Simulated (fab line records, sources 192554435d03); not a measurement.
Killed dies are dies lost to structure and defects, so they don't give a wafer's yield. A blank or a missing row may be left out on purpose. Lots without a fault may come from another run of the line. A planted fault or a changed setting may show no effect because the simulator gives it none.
fab line records | flow n5_finfet | part 2 of 2: steps 20 to 25 of 25
record lots=5 wafers=15 last_day=17
route steps=1938 shown BEOL_M9@1418
lots that met no fault: from a run of the same line without faults
start_h: hours from the record's first day to the start of the lot's first wafer shown | wait_h: hours since the lot's step before | " the same as in the row above | L1.1+2: a row that stands for several wafers | - no value, or no start given | * or withheld: withheld | < > ~ a bound
route shown NAME@n: a module of which the file shows steps, and the number in the route of the first | usual: mean/standard deviation of fault-free wafers | same: alike in all rows | chamber/n: place in a boat | sites: the reading at each site | _std_site: their standard deviation | _edge_site: outer sites' mean less inner sites' | radius_mm: how far each site lies from the wafer's centre | mask NAME#n: copy n | behind: the tool/chamber that last shaped the wafer | hold: why the lot was held/for how many hours/how that ended | device: the transistor (n, p or np) that didn't switch | end of line: the same wafers' tests at the end of the route | a step without rows: its recipe alone | killed: dies lost to structure and defects at the first sort, not the wafer's yield | map: a wafer's dies, x killed, . not, _ none there
set.NAME: the setting as run; set.NAME@STEP: as run at that earlier step | model.NAME: the simulator's own value behind a step, which no gauge read
lots at some steps of the route; a table a step, a row a wafer
services: from which hour (start_h, from the record's first day; less than 0 if before it) a tool's chamber was out of use, for how many hours, and why
## steps
# step N5_BEOL_M9_DESCUM_33
# recipe chemistry=O2 time_s=7 source_power_w=50 bias_power_w=20 pressure_mtorr=20 rf_frequency_hz=2.712e+07 temp_c=40 resist=CAR-EUV o2_flow_sccm=225
# usual bias_power_w=19.99/0.054 drypump_motor_current_A=5.8/0.51 oes_product_au=0.80/0.078 rf_vpp_V=243.4/1.4 showerhead_plenum_p_Torr=2.10/0.077 throttle_valve_pct=20.43/0.21
# columns lot.wafer tool chamber start_h wait_h bias_power_w drypump_motor_current_A oes_product_au rf_hours_counter_h rf_vpp_V showerhead_plenum_p_Torr throttle_valve_pct
L077.2 rie_diel-05 2 216.83 0.0 19.94 5.4 0.73 192 244.0 2.07 20.75
L077.3 " 0 " " 20.10 5.7 0.94 14 242.3 2.06 20.07
L077.5 " 3 " " 20.00 5.8 0.95 - 245.9 2.24 20.32
L082.1 rie_diel-06 0 274.93 0.0 19.95 5.7 0.82 69 243.7 2.11 20.07
L082.2 " 3 " " 19.93 6.6 0.81 105 242.7 2.03 20.50
L082.6 " 0 " " 19.95 5.7 0.82 - 244.0 2.11 20.06
L084.2 rie_diel-05 0 275.30 0.0 20.02 5.7 0.90 28 242.1 2.06 20.12
L084.4 " 3 " " 20.01 5.7 0.91 21 245.8 2.23 20.31
L084.6 " 3 " " 20.09 5.7 0.91 - 244.1 2.23 20.34
L092.2 rie_diel-02 3 326.86 0.2 20.00 6.6 0.85 58 243.0 2.14 20.25
L092.3 " 1 " " 19.92 5.5 0.71 210 244.2 2.16 20.62
L092.6 " 3 " " 19.98 6.5 0.85 - 243.8 2.14 20.25
L094.1 rie_diel-02 3 327.79 0.1 19.90 6.5 0.85 59 242.8 2.14 20.26
L094.4 " 1 " " 19.94 5.5 0.71 210 243.8 2.16 20.60
L094.6 " 2 " " 19.95 5.1 0.77 - 241.3 2.02 20.38
# step N5_BEOL_M9_ETCH_76
# recipe chemistry=N2/H2 target=underlayer target_depth_a=65 mask_material=CAR-EUV time_s=5.2 ion_energy_ev=200 pressure_mtorr=30 source_w=840 bias_w=150 n2_flow_sccm=200 h2_flow_sccm=200 ends=cleared
# usual drypump_motor_current_A=5.8/0.51 etch_rf_on_time_s=5.20/0.099 oes_product_au=0.68/0.065 rf_vpp_V=524.1/2.8 showerhead_plenum_p_Torr=2.55/0.092 throttle_valve_pct=17.88/0.26
# columns lot.wafer tool chamber start_h wait_h drypump_motor_current_A etch_rf_on_time_s oes_product_au rf_hours_counter_h rf_vpp_V showerhead_plenum_p_Torr throttle_valve_pct
L077.2 rie_diel-05 2 216.87 0.0 5.4 5.09 0.63 192 524.3 2.53 18.32
L077.3 " 0 " " 5.7 5.10 0.80 14 523.2 2.50 17.52
L077.5 " 3 " " 5.7 5.04 0.82 - 529.1 2.71 17.78
L082.1 rie_diel-06 0 274.96 0.0 5.7 5.18 0.70 69 523.6 2.58 17.65
L082.2 " 3 " " 6.5 5.21 0.68 105 522.4 2.46 17.87
L082.6 " 0 " " 5.7 5.16 0.70 - 524.8 2.58 17.65
L084.2 rie_diel-05 0 275.33 0.0 5.7 5.12 0.77 28 523.4 2.49 17.54
L084.4 " 3 " " 5.7 5.11 0.78 21 528.4 2.70 17.79
L084.6 " 3 " " 5.7 5.15 0.77 - 529.8 2.70 17.80
L092.2 rie_diel-02 3 326.89 0.0 6.6 5.08 0.74 58 525.4 2.58 17.52
L092.3 " 1 " " 5.5 5.26 0.60 210 526.1 2.63 18.17
L092.6 " 3 " " 6.6 5.05 0.73 - 525.1 2.58 17.53
L094.1 rie_diel-02 3 327.83 0.0 6.6 5.07 0.72 59 521.8 2.58 17.53
L094.4 " 1 " " 5.5 5.23 0.60 210 527.1 2.63 18.15
L094.6 " 2 " " 5.1 5.29 0.65 - 521.0 2.45 17.75
# step N5_BEOL_M9_ETCH_65
# recipe chemistry=CF4 target=SiARC target_depth_a=156 mask_material=CAR-EUV time_s=26 ion_energy_ev=80 pressure_mtorr=40 source_w=545 bias_w=36 Ar_flow_sccm=100 cf4_flow_sccm=100 ends=cleared
# usual cf4_flow_sccm=100.0/0.3 drypump_motor_current_A=5.8/0.51 etch_rf_on_time_s=26.0/0.46 mfc_ar_sccm=99.98/0.29 oes_product_au=0.68/0.065 rf_vpp_V=184.1/1.2 showerhead_plenum_p_Torr=2.15/0.075 throttle_valve_pct=15.60/0.24
# columns lot.wafer tool chamber start_h wait_h cf4_flow_sccm drypump_motor_current_A etch_rf_on_time_s mfc_ar_sccm oes_product_au rf_hours_counter_h rf_vpp_V showerhead_plenum_p_Torr throttle_valve_pct
L077.2 rie_diel-05 2 216.89 0.0 99.7 5.4 25.5 99.86 0.63 192 183.7 2.13 15.97
L077.3 " 0 " " 100.4 5.6 25.6 99.89 0.79 14 183.5 2.10 15.16
L077.5 " 3 " " 99.8 5.7 25.9 100.03 0.81 - 186.4 2.28 15.45
L082.1 rie_diel-06 0 274.98 0.0 100.0 5.7 26.1 100.50 0.70 69 183.7 2.17 15.32
L082.2 " 3 " " 99.7 6.5 26.2 100.06 0.69 105 184.4 2.07 15.62
L082.6 " 0 " " 100.4 5.7 25.9 100.43 0.70 - 184.2 2.17 15.31
L084.2 rie_diel-05 0 275.35 0.0 99.6 5.6 25.7 99.96 0.78 28 184.0 2.10 15.18
L084.4 " 3 " " 100.1 5.7 25.7 99.56 0.79 21 185.1 2.28 15.47
L084.6 " 3 " " 100.4 5.7 25.7 100.15 0.77 - 185.0 2.28 15.49
L092.2 rie_diel-02 3 326.91 0.0 100.3 6.6 25.5 99.87 0.73 58 184.9 2.17 15.33
L092.3 " 1 " " 99.9 5.6 26.3 99.77 0.60 210 185.1 2.20 15.78
L092.6 " 3 " " 99.5 6.6 25.7 100.18 0.72 - 183.7 2.17 15.34
L094.1 rie_diel-02 3 327.84 0.0 100.0 6.6 25.5 100.05 0.73 59 184.1 2.17 15.33
L094.4 " 1 " " 100.4 5.6 26.2 99.73 0.60 210 183.8 2.20 15.76
L094.6 " 2 " " 99.9 5.1 26.4 99.80 0.65 - 183.1 2.06 15.55
# step N5_BEOL_M9_ETCH_66
# recipe chemistry=N2/H2 target=SOC target_depth_a=800 overetch_a=160 mask_material=SiARC temp_c=40 time_s=120 ion_energy_ev=200 pressure_mtorr=30 source_w=840 bias_w=150 n2_flow_sccm=200 h2_flow_sccm=200
# usual drypump_motor_current_A=5.8/0.51 oes_product_au=0.61/0.054 rf_vpp_V=524.0/2.7 showerhead_plenum_p_Torr=2.55/0.092 throttle_valve_pct=17.84/0.26
# columns lot.wafer tool chamber start_h wait_h drypump_motor_current_A oes_product_au rf_hours_counter_h rf_vpp_V showerhead_plenum_p_Torr throttle_valve_pct
L077.2 rie_diel-05 2 216.91 0.0 5.4 0.56 192 521.9 2.53 18.24
L077.3 " 0 " " 5.6 0.70 14 522.6 2.50 17.47
L077.5 " 3 " " 5.7 0.73 - 530.4 2.71 17.73
L082.1 rie_diel-06 0 275.01 0.0 5.7 0.63 69 524.7 2.58 17.61
L082.2 " 3 " " 6.6 0.61 105 521.7 2.46 17.82
L082.6 " 0 " " 5.7 0.62 - 525.5 2.58 17.60
L084.2 rie_diel-05 0 275.38 0.0 5.7 0.68 28 523.3 2.49 17.50
L084.4 " 3 " " 5.8 0.70 21 529.2 2.70 17.76
L084.6 " 3 " " 5.7 0.69 - 529.1 2.70 17.76
L092.2 rie_diel-02 3 326.94 0.0 6.6 0.64 59 524.6 2.58 17.49
L092.3 " 1 " " 5.5 0.55 210 526.5 2.63 18.13
L092.6 " 3 " " 6.6 0.64 - 525.7 2.58 17.47
L094.1 rie_diel-02 3 327.87 0.0 6.6 0.64 59 524.3 2.58 17.46
L094.4 " 1 " " 5.6 0.55 210 526.8 2.63 18.11
L094.6 " 2 " " 5.1 0.59 - 521.4 2.45 17.72
# step N5_BEOL_M9_STRIP_69
# recipe chemistry=N2/H2 temp_c=40 n2_flow_sccm=200 h2_flow_sccm=200 rf_frequency_hz=6e+07
# columns lot.wafer tool chamber start_h wait_h
L077.2+3+5 rie_diel-05 2,0,3 216.99 0.0
L082.1+2+6 rie_diel-06 0,3,0 275.09 0.0
L084.2+4+6 rie_diel-05 0,3,3 275.46 0.0
L092.2+3+6 rie_diel-02 3,1,3 327.02 0.0
L094.1+4+6 rie_diel-02 3,1,2 327.95 0.0
# step N5_BEOL_M9_STRIP_77
# recipe chemistry=N2/H2 temp_c=40 n2_flow_sccm=200 h2_flow_sccm=200 rf_frequency_hz=6e+07
# columns lot.wafer tool chamber start_h wait_h
L077.2+3+5 rie_diel-05 2,0,3 217.00 0.0
L082.1+2+6 rie_diel-06 0,3,0 275.10 0.0
L084.2+4+6 rie_diel-05 0,3,3 275.47 0.0
L092.2+3+6 rie_diel-02 3,1,3 327.03 0.0
L094.1+4+6 rie_diel-02 3,1,2 327.96 0.0
## services
# columns tool chamber start_h hours kind
rie_diel-05 - 197.43 0.5 repair
euv_scanner-01 - 197.55 1.0 pm
euv_scanner-02 0 209.13 - calibration
euv_scanner-02 - 212.82 1.0 pm
euv_scanner-02 - 222.28 11.9 repair
rie_metal-02 - 227.80 2.8 pm
euv_scanner-01 - 242.39 0.2 repair
euv_scanner-01 - 246.73 1.0 pm
euv_scanner-02 - 250.81 4.6 pm
rie_metal-03 - 257.92 0.4 repair
euv_scanner-02 - 263.35 0.5 repair
euv_scanner-02 - 270.79 1.0 pm
euv_scanner-01 - 273.25 0.2 repair
litho_track-04 - 277.02 - consumable_replace:filter
rie_metal-02 1 287.03 22.4 repair
euv_scanner-01 - 296.31 4.8 repair
euv_scanner-02 - 297.58 2.1 repair
rie_diel-06 2 297.63 7.9 repair
rie_diel-05 3 298.23 8.0 repair
euv_scanner-01 - 302.88 1.0 pm
rie_diel-06 - 302.99 14.6 pm
rie_diel-02 0 316.48 3.8 repair
euv_scanner-02 - 317.02 2.1 repair
euv_scanner-02 - 325.12 1.0 pm
